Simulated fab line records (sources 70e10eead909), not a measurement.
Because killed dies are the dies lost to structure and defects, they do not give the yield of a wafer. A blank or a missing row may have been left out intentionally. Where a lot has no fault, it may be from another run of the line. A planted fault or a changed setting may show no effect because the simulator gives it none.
fab line records ; flow nandHarc
[record] lots = 13; wafers = 39; lastDay = 32
route steps=1302 shown A_STAIRCASE@789 A_BONDPAD@1231 THIN_TSV@1263 END@1302
lots untouched by any fault: they come from a run of this same line in which no faults occurred
startH: the number of hours between the record's first day and the start of the first shown wafer of the lot ; waitH: hours from the lot's prior step to this one ; " unchanged from the row above ; L1.1+2: a single row standing in for several wafers ; - either no value or no given start ; * or withheld: withheld ; < > ~ a bound
route shown NAME@n: NAME is a module with steps in the file, n the number in the route of the first one ; usual: mean and standard deviation over wafers with no fault ; same: alike in all rows ; chamber/n: place in a boat ; sites: per-site readings ; _std_site: the standard deviation of these ; _edge_site: mean of outer sites minus mean of inner sites ; radiusMm: for every site, how far away it sits from the centre of the wafer ; mask NAME#n: copy n ; behind: tool/chamber where the wafer was last shaped ; hold: why the lot was held/for how many hours/how that ended ; device: whichever transistor did not switch (one of n, p or np) ; end of line: tests of these same wafers at the route's end ; a step with no rows: only its recipe ; killed: dies lost to structure and defects at the first sort, not the wafer's yield ; map: dies across one wafer; x = killed, . = not, _ = none there
set.NAME: setting as actually run; set.NAME@STEP: the setting as run at that earlier step ; model.NAME: the simulator's own value behind a step, which no gauge read
a sample of lots followed through the steps of the route, with each step as a table and each wafer as a row
services: from which hour (startH, from the record's first day; less than 0 if before it) a tool's chamber was out of use, for how many hours, and why
[[steps]]
[step NHARC_A_STAIRCASE_ETCH_273]
[recipe] targetDepthA = 1.02e+05; timeS = 2468.6; ionEnergyEv = 800; c4f8FlowSccm = 80; o2FlowSccm = 60; arFlowSccm = withheld; rfW = 600; biasW = 3000; chemistry = C4F8/O2/Ar
[usual] oesProductAu = 0.941/0.017; rfVppV = 1825/14
lot.wafer;tool;chamber;startH;waitH;oesProductAu;rfHoursCounterH;rfVppV
L742.2;rieDiel-06;2;367.75;-;0.936;15;1824
L742.6;rieDiel-06;1;367.75;-;0.967;-;1810
L742.5;rieDiel-06;2;367.75;-;0.939;-;1826
L745.3;rieDiel-06;1;411.91;-;0.953;31;1808
L745.4;rieDiel-06;2;411.91;-;0.957;31;1824
L745.6;rieDiel-06;3;411.91;-;0.937;-;1811
L747.2;rieDiel-11;3;432.70;-;0.946;54;1821
L747.3;rieDiel-11;0;432.70;-;0.963;51;1821
L747.5;rieDiel-11;1;432.70;-;0.923;-;1809
L751.1;rieDiel-06;2;469.34;-;0.950;55;1821
L751.3;rieDiel-06;3;469.34;-;0.939;57;1809
L751.4;rieDiel-06;1;469.34;-;0.946;50;1808
L752.3;rieDiel-06;3;478.37;-;0.931;60;1809
L752.5;rieDiel-06;1;478.37;-;0.939;-;1807
L752.6;rieDiel-06;2;478.37;-;0.951;-;1823
L753.1;rieDiel-11;0;493.09;-;0.947;22;1821
L753.4;rieDiel-11;2;493.09;-;0.900;19;1825
L753.6;rieDiel-11;0;493.09;-;0.952;-;1822
L758.3;rieDiel-11;1;551.53;-;0.926;27;1846
L758.4;rieDiel-11;2;551.53;-;0.932;32;1824
L758.5;rieDiel-11;1;551.53;-;0.918;-;1846
L759.1;rieDiel-11;1;553.59;-;0.911;28;1846
L759.3;rieDiel-11;2;553.59;-;0.917;34;1824
L759.5;rieDiel-11;1;553.59;-;0.911;-;1846
L760.3;rieDiel-06;2;571.67;-;0.956;33;1820
L760.2;rieDiel-06;3;571.67;-;0.952;23;1847
L760.6;rieDiel-06;3;571.67;-;0.948;-;1846
L762.3;rieDiel-06;2;576.66;-;0.950;34;1821
L762.2;rieDiel-06;0;576.66;-;0.909;31;1809
L762.5;rieDiel-06;1;576.66;-;0.939;-;1846
L763.3;rieDiel-06;0;578.51;-;0.907;32;1809
L763.5;rieDiel-06;0;578.51;-;0.919;-;1808
L763.6;rieDiel-06;1;578.51;-;0.935;-;1848
L761.3;rieDiel-11;0;580.37;-;0.952;47;1819
L761.1;rieDiel-11;1;580.37;-;0.903;38;1846
L761.4;rieDiel-11;2;580.37;-;0.917;44;1824
L764.3;rieDiel-01;0;595.97;-;0.937;10;1833
L764.1;rieDiel-01;1;595.97;-;0.914;7;1844
L764.4;rieDiel-01;3;595.97;-;0.932;9;1821
[step NHARC_A_BONDPAD_CMP_19]
[recipe] tOverpolishS = 30; cuRecessTouchS = 16; targetThkNm = 169.82
[usual] motorCurrentA = 12.3/1.4; overpolishRunS = 30.000/0.0087
lot.wafer;tool;chamber;startH;waitH;motorCurrentA;overpolishRunS
L742.2;cmp-01;2;539.81;-;10.7;30.005
L742.6;cmp-01;2;539.81;-;10.8;29.999
L742.5;cmp-01;3;539.81;-;12.4;29.999
L745.3;cmp-02;3;569.07;-;13.5;29.992
L745.4;cmp-02;1;569.07;-;10.9;29.994
L745.6;cmp-02;3;569.07;-;13.9;29.995
L747.2;cmp-02;2;595.97;-;13.4;29.992
L747.3;cmp-02;0;595.97;-;13.4;29.991
L747.5;cmp-02;3;595.97;-;13.6;29.996
L751.3;cmp-01;0;626.27;-;10.4;29.991
L751.1;cmp-01;1;626.27;-;14.3;30.003
L751.4;cmp-01;2;626.27;-;10.7;29.990
L752.3;cmp-01;1;637.34;-;13.8;30.006
L752.5;cmp-01;0;637.34;-;10.7;30.001
L752.6;cmp-01;1;637.34;-;14.2;30.001
L753.4;cmp-01;1;653.30;-;13.6;30.007
L753.1;cmp-01;2;653.30;-;10.1;30.012
L753.6;cmp-01;2;653.30;-;11.0;29.999
L759.3;cmp-04;1;703.85;-;12.9;30.005
L759.1;cmp-04;2;703.85;-;11.4;29.995
L759.5;cmp-04;0;703.85;-;11.4;29.985
L758.3;cmp-02;3;706.52;-;13.5;30.003
L758.4;cmp-02;0;706.52;-;13.9;29.999
L758.5;cmp-02;3;706.52;-;13.3;29.997
L760.3;cmp-04;1;723.82;-;13.0;29.989
L760.2;cmp-04;2;723.82;-;11.8;29.998
L760.6;cmp-04;1;723.82;-;12.5;30.014
L762.3;cmp-01;0;729.35;-;10.5;30.004
L762.2;cmp-01;1;729.35;-;13.9;30.003
L762.5;cmp-01;1;729.35;-;14.4;29.999
L761.3;cmp-01;3;731.20;-;13.2;29.993
L761.4;cmp-01;0;731.20;-;10.4;29.992
L761.1;cmp-01;1;731.20;-;13.8;30.006
L763.3;cmp-02;3;733.59;-;13.8;30.007
L763.5;cmp-02;3;733.59;-;14.8;29.988
L763.6;cmp-02;0;733.59;-;12.8;29.987
L764.4;cmp-04;0;746.48;-;11.4;30.013
L764.3;cmp-04;1;746.48;-;12.8;30.001
L764.1;cmp-04;2;746.48;-;12.7;29.975
[step NHARC_THIN_TSV_ETCH_15]
[recipe] targetDepthA = 30000; boschTargetOveretchCycles = 2; boschEtchStepS = 2.8; boschDepStepS = 1.2; boschCycles = 14
[usual] drypumpMotorCurrentA = 5.7/0.35
[same] boschCycles = 14; boschEtchStepS = 2.8
lot.wafer;tool;chamber;startH;waitH;drypumpMotorCurrentA;rfHoursCounterH
L742.2;rieSi-05;1;554.51;-;5.8;0.44
L742.5;rieSi-05;2;554.51;-;5.8;-
L742.6;rieSi-05;3;554.51;-;5.1;-
L745.3;rieSi-02;3;582.50;-;6.3;0.63
L745.4;rieSi-02;0;582.50;-;5.6;0.69
L745.6;rieSi-02;0;582.50;-;5.6;-
L747.2;rieSi-04;2;608.99;-;5.6;0.42
L747.3;rieSi-04;3;608.99;-;5.3;0.38
L747.5;rieSi-04;1;608.99;-;5.9;-
L751.4;rieSi-04;2;637.78;-;5.6;0.56
L751.1;rieSi-04;3;637.78;-;5.3;0.56
L751.3;rieSi-04;1;637.78;-;5.9;0.65
L752.3;rieSi-05;0;651.78;-;5.5;1.09
L752.6;rieSi-05;2;651.78;-;5.8;-
L752.5;rieSi-05;3;651.78;-;5.1;-
L753.1;rieSi-02;0;665.52;-;5.6;0.19
L753.4;rieSi-02;2;665.52;-;6.2;0.14
L753.6;rieSi-02;0;665.52;-;5.6;-
L759.1;rieSi-05;2;717.20;-;5.8;0.13
L759.3;rieSi-05;0;717.20;-;5.4;0.26
L759.5;rieSi-05;1;717.20;-;5.8;-
L758.4;rieSi-02;0;718.54;-;5.6;0.49
L758.3;rieSi-02;1;718.54;-;5.7;0.53
L758.5;rieSi-02;3;718.54;-;6.3;-
L760.3;rieSi-05;3;737.42;-;5.1;0.39
L760.2;rieSi-05;0;737.42;-;5.5;0.34
L760.6;rieSi-05;2;737.42;-;5.8;-
L762.2;rieSi-04;1;747.36;-;5.9;0.23
L762.3;rieSi-04;3;747.36;-;5.3;0.21
L762.5;rieSi-04;2;747.36;-;5.6;-
L761.3;rieSi-05;3;748.60;-;5.1;0.46
L761.4;rieSi-05;0;748.60;-;5.4;0.41
L761.1;rieSi-05;2;748.60;-;5.8;0.38
L763.3;rieSi-04;0;749.76;-;5.9;0.22
L763.6;rieSi-04;0;749.76;-;5.9;-
L763.5;rieSi-04;1;749.76;-;5.9;-
L764.4;rieSi-02;2;759.73;-;6.2;0.75
L764.3;rieSi-02;3;759.73;-;6.3;0.75
L764.1;rieSi-02;0;759.73;-;5.6;0.78
[step NHARC_THIN_TSV_ANNEAL_52]
[recipe] tempC = 225; timeS = 90
[usual] annealTempCMax = 226.5/0.32; wafer_temp_C_max = 226.0/0.31
lot.wafer;tool;chamber;startH;waitH;annealTempCMax;wafer_temp_C_max
L742.2;rtpAnneal-02;0;557.84;0.7;226.2;225.8
L742.5;rtpAnneal-02;0;557.84;0.7;227.0;226.0
L742.6;rtpAnneal-02;0;557.84;0.7;226.8;226.1
L745.3;rtpAnneal-02;0;585.75;0.4;226.0;226.2
L745.4;rtpAnneal-02;0;585.75;0.4;226.0;226.0
L745.6;rtpAnneal-02;0;585.75;0.4;226.6;226.9
L747.2;rtpAnneal-01;0;612.48;0.6;226.9;225.8
L747.3;rtpAnneal-01;0;612.48;0.6;226.2;226.0
L747.5;rtpAnneal-01;0;612.48;0.6;226.6;225.9
L751.1;rtpAnneal-01;0;641.25;0.5;225.8;226.0
L751.3;rtpAnneal-01;0;641.25;0.5;225.8;225.5
L751.4;rtpAnneal-01;0;641.25;0.5;226.0;225.6
L752.3;rtpAnneal-01;0;654.99;0.4;226.8;225.7
L752.5;rtpAnneal-01;0;654.99;0.4;226.2;225.9
L752.6;rtpAnneal-01;0;654.99;0.4;226.3;225.9
L753.1;rtpAnneal-02;0;668.83;0.5;225.9;226.3
L753.4;rtpAnneal-02;0;668.83;0.5;226.2;226.3
L753.6;rtpAnneal-02;0;668.83;0.5;226.3;226.2
L759.1;rtpAnneal-02;0;720.56;0.8;226.6;226.3
L759.3;rtpAnneal-02;0;720.56;0.8;226.9;226.3
L759.5;rtpAnneal-02;0;720.56;0.8;226.3;226.2
L758.3;rtpAnneal-01;0;721.77;0.4;226.7;225.8
L758.4;rtpAnneal-01;0;721.77;0.4;226.6;225.9
L758.5;rtpAnneal-01;0;721.77;0.4;227.0;225.9
L760.2;rtpAnneal-01;0;740.58;0.7;226.2;225.6
L760.3;rtpAnneal-01;0;740.58;0.7;226.5;225.8
L760.6;rtpAnneal-01;0;740.58;0.7;226.1;225.7
L762.2;rtpAnneal-01;0;750.55;0.7;226.5;225.5
L762.3;rtpAnneal-01;0;750.55;0.7;226.3;225.7
L762.5;rtpAnneal-01;0;750.55;0.7;226.5;225.9
L761.1;rtpAnneal-01;0;751.89;0.6;226.9;225.7
L761.3;rtpAnneal-01;0;751.89;0.6;226.3;225.5
L761.4;rtpAnneal-01;0;751.89;0.6;226.5;225.8
L763.3;rtpAnneal-01;0;753.13;0.6;226.6;225.8
L763.5;rtpAnneal-01;0;753.13;0.6;226.7;225.9
L763.6;rtpAnneal-01;0;753.13;0.6;226.1;225.7
L764.1;rtpAnneal-02;0;762.85;0.6;226.9;225.9
L764.3;rtpAnneal-02;0;762.85;0.6;226.9;225.7
L764.4;rtpAnneal-02;0;762.85;0.6;226.7;225.9
[step NHARC_END_SORT_01]
[recipe] tempC = 25
[usual] killedAtArray = 54/12; killedAtOther = 0.7/1.1; killedAtPeriphery = 3.9/2.8; killedDies = 59/13; killedOpen = 3.4/2; killedShort = 2.5/1.7
[same] grossDies = 677
lot.wafer;tool;chamber;startH;waitH;killedAtArray;killedAtOther;killedAtPeriphery;killedDies;killedOpen;killedShort
L751.1;prober-02;0;651.82;2.5;61;0;3;64;4;2
L751.3;prober-02;0;653.43;3.1;52;1;4;57;3;3
L751.4;prober-02;0;654.23;3.4;123;0;3;126;2;2
L752.3;prober-01;0;667.54;3.1;42;0;5;47;4;1
L752.5;prober-01;0;669.15;3.7;120;0;4;124;5;3
L752.6;prober-01;0;669.95;4.0;55;0;3;58;8;5
// killed by level:class
L751.1 A_CHANNEL_HOLE_D1:chamberFilmFlake=28 A_CHANNEL_HOLE_D2:chamberFilmFlake=18 A_CHANNEL_FILL_D1:chamberFilmFlake=4 A_DECK1_JOINT:geometricParticle:open=2 A_CHANNEL_FILL_D2:chamberFilmFlake=2 A_CHANNEL_FILL_D1:geometricParticle:open=1 A_DECK1_JOINT:geometricParticle:short=1 A_ONON_D2:geometricParticle:open=1
L751.3 A_CHANNEL_HOLE_D1:chamberFilmFlake=25 A_CHANNEL_HOLE_D2:chamberFilmFlake=13 A_CONTACT:chamberFilmFlake=3 P_CONTACT:chamberFilmFlake=2 A_CHANNEL_FILL_D1:chamberFilmFlake=2 A_STAIRCASE:chamberFilmFlake=2 A_SOURCE_PLATE:geometricParticle:short=1 A_ONON_D1:geometricParticle:open=1
L751.4 A_STAIRCASE:unspecified=70 A_CHANNEL_HOLE_D1:chamberFilmFlake=26 A_CHANNEL_HOLE_D2:chamberFilmFlake=14 P_GATE:chamberFilmFlake=3 A_SLIT:chamberFilmFlake=3 A_CHANNEL_FILL_D1:chamberFilmFlake=2 A_CONTACT:chamberFilmFlake=2 A_CHANNEL_FILL_D1:geometricParticle:short=1
L752.3 A_SLIT:chamberFilmFlake=27 A_CONTACT:chamberFilmFlake=6 P_CONTACT:chamberFilmFlake=3 A_CHANNEL_FILL_D1:geometricParticle:open=2 A_CHANNEL_HOLE_D1:chamberFilmFlake=2 P_M1:geometricParticle:open=1 A_ONON_D1:geometricParticle:short=1 A_WL_FILL:geometricParticle:open=1
L752.5 A_STAIRCASE:unspecified=67 A_SLIT:chamberFilmFlake=28 A_CONTACT:chamberFilmFlake=7 A_CHANNEL_HOLE_D1:chamberFilmFlake=6 P_CONTACT:chamberFilmFlake=4 A_CHANNEL_HOLE_D2:chamberFilmFlake=3 A_DECK1_JOINT:geometricParticle:open=2 A_DECK1_JOINT:geometricParticle:short=2
L752.6 A_SLIT:chamberFilmFlake=24 A_CONTACT:chamberFilmFlake=7 A_CHANNEL_HOLE_D2:chamberFilmFlake=6 A_CHANNEL_HOLE_D1:chamberFilmFlake=4 A_CHANNEL_FILL_D1:geometricParticle:open=3 A_STAIRCASE:chamberFilmFlake=3 A_CHANNEL_FILL_D1:geometricParticle:short=2 P_CONTACT:geometricParticle:open=1
[[services]]
tool;chamber;startH;hours;kind
rieSi-05;0;366.56;11.4;repair
rtpAnneal-01;-;372.16;12.0;pm
rieSi-05;2;374.97;1.1;repair
cmp-01;-;381.50;4.0;pm
cmp-01;-;398.39;0.7;repair
cmp-01;-;410.48;2.2;repair
rieDiel-11;-;434.35;9.0;pm
rieDiel-06;0;471.24;7.3;repair
cmp-01;-;479.50;4.0;pm
rieSi-05;-;482.00;9.0;pm
rieDiel-06;-;484.20;9.0;pm
cmp-01;-;490.36;1.2;repair
cmp-01;-;577.50;4.0;pm
rieDiel-11;-;611.35;9.0;pm
rieDiel-06;0;656.49;11.0;repair
rieSi-05;-;659.00;9.0;pm
rieDiel-06;-;662.55;9.0;pm
rieDiel-11;3;671.47;6.9;repair
cmp-01;-;675.50;4.0;pm
rieSi-05;2;689.10;15.8;repair
rieSi-05;2;707.11;9.7;repair
cmp-01;-;740.81;1.5;repair
rtpAnneal-02;-;744.06;12.0;pm
rieDiel-11;3;748.31;6.0;repair
[[key]]
[firstSign] step = NHARC_END_SORT_01; reading = killedAtArray; direction = up; sigmas = 5.4; usual = 54; struck = 122
[effect] step = NHARC_END_SORT_01; reading = killedDies; direction = up; sigmas = 5.2; usual = 59; struck = 125
[moreKillsBornAt] NHARC_A_STAIRCASE_ETCH_273@rieDiel-06 = 136
metAt NHARC_A_STAIRCASE_ETCH_273
struckLots L751,L752
struckWafers L751.4,L752.5
testerLeftOut L751,L752
notActingAt NHARC_A_BONDPAD_CMP_19,NHARC_THIN_TSV_ETCH_15,NHARC_THIN_TSV_ANNEAL_52
onsetBetween 411.91 469.34
[fault] kind = chamberParticleSource; tool = rieDiel-06; chamber = 1; onsetH = 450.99; steps = NHARC_A_STAIRCASE_ETCH_273; ratePerVisitCm2 = 0.45541; endH = 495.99
// testerLeftOut: of these lots the tester's yield and bins aren't shown, on N5 and GAA mostly nor the transistor test; their killed dies are dies lost to structure and defects alone, not to doping, threshold or leakage, so they don't give the yield
